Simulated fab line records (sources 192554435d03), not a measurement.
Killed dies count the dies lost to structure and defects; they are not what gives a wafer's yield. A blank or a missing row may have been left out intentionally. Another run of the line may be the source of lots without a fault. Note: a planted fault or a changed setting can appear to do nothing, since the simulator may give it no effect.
Matching of chambers || flow n5Finfet || 4 sister chambers for N5_MOL_CONTACT_COAG_ETCH_106 on rieDiel-05
The step etches SOC in N2/H2, target depth 80 nm, overetch 16 nm, time 120 s. 4 wafers are shown with their chamber, then 11 later ones without.

WAFERS WITH THEIR CHAMBER
{"wafer": "L081.4", "chamber": 1, "showerheadPlenumPTorr (Torr)": 2.61}
{"wafer": "L083.3", "chamber": 0, "showerheadPlenumPTorr (Torr)": 2.64}
{"wafer": "L083.5", "chamber": 2, "showerheadPlenumPTorr (Torr)": 2.65}
{"wafer": "L084.2", "chamber": 3, "showerheadPlenumPTorr (Torr)": 2.39}

WAFERS WHOSE CHAMBER IS MISSING
{"wafer": "L084.4", "showerheadPlenumPTorr (Torr)": 2.61}
{"wafer": "L084.6", "showerheadPlenumPTorr (Torr)": 2.38}
{"wafer": "L085.1", "showerheadPlenumPTorr (Torr)": 2.61}
{"wafer": "L085.2", "showerheadPlenumPTorr (Torr)": 2.38}
{"wafer": "L085.6", "showerheadPlenumPTorr (Torr)": 2.61}
{"wafer": "L088.1", "showerheadPlenumPTorr (Torr)": 2.64}
{"wafer": "L088.2", "showerheadPlenumPTorr (Torr)": 2.60}
{"wafer": "L088.3", "showerheadPlenumPTorr (Torr)": 2.38}
{"wafer": "L091.2", "showerheadPlenumPTorr (Torr)": 2.64}
{"wafer": "L091.3", "showerheadPlenumPTorr (Torr)": 2.60}
{"wafer": "L091.6", "showerheadPlenumPTorr (Torr)": 2.60}

WHICH CHAMBER EACH WENT THROUGH
{"wafer": "L084.4", "from the rows above": 1, "in truth": 1}
{"wafer": "L084.6", "from the rows above": 3, "in truth": 3}
{"wafer": "L085.1", "from the rows above": 1, "in truth": 1}
{"wafer": "L085.2", "from the rows above": 3, "in truth": 3}
{"wafer": "L085.6", "from the rows above": 1, "in truth": 1}
{"wafer": "L088.1", "from the rows above": "can't be placed: 0 or 2", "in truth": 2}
{"wafer": "L088.2", "from the rows above": 1, "in truth": 1}
{"wafer": "L088.3", "from the rows above": 3, "in truth": 3}
{"wafer": "L091.2", "from the rows above": "can't be placed: 0 or 2", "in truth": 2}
{"wafer": "L091.3", "from the rows above": 1, "in truth": 1}
{"wafer": "L091.6", "from the rows above": 1, "in truth": 1}
Placed correctly: 9 of 11. Not placeable from these rows: 2 (in 2, the candidates include the true chamber). 0 placed wrongly.
How it was worked out, from the rows above alone: a wafer's distance from a chamber is the root of the sum, over the readings, of the square of ((its reading less the chamber's mean) divided by the reading's scatter). The wafer belongs to the nearest chamber; if the next one is less than 2 further off, it can't be placed. The mean given for a chamber averages the wafers shown for that chamber. The scatter: root of mean squared gap, hidden wafer to nearest shown wafer, with one shown wafer a chamber.
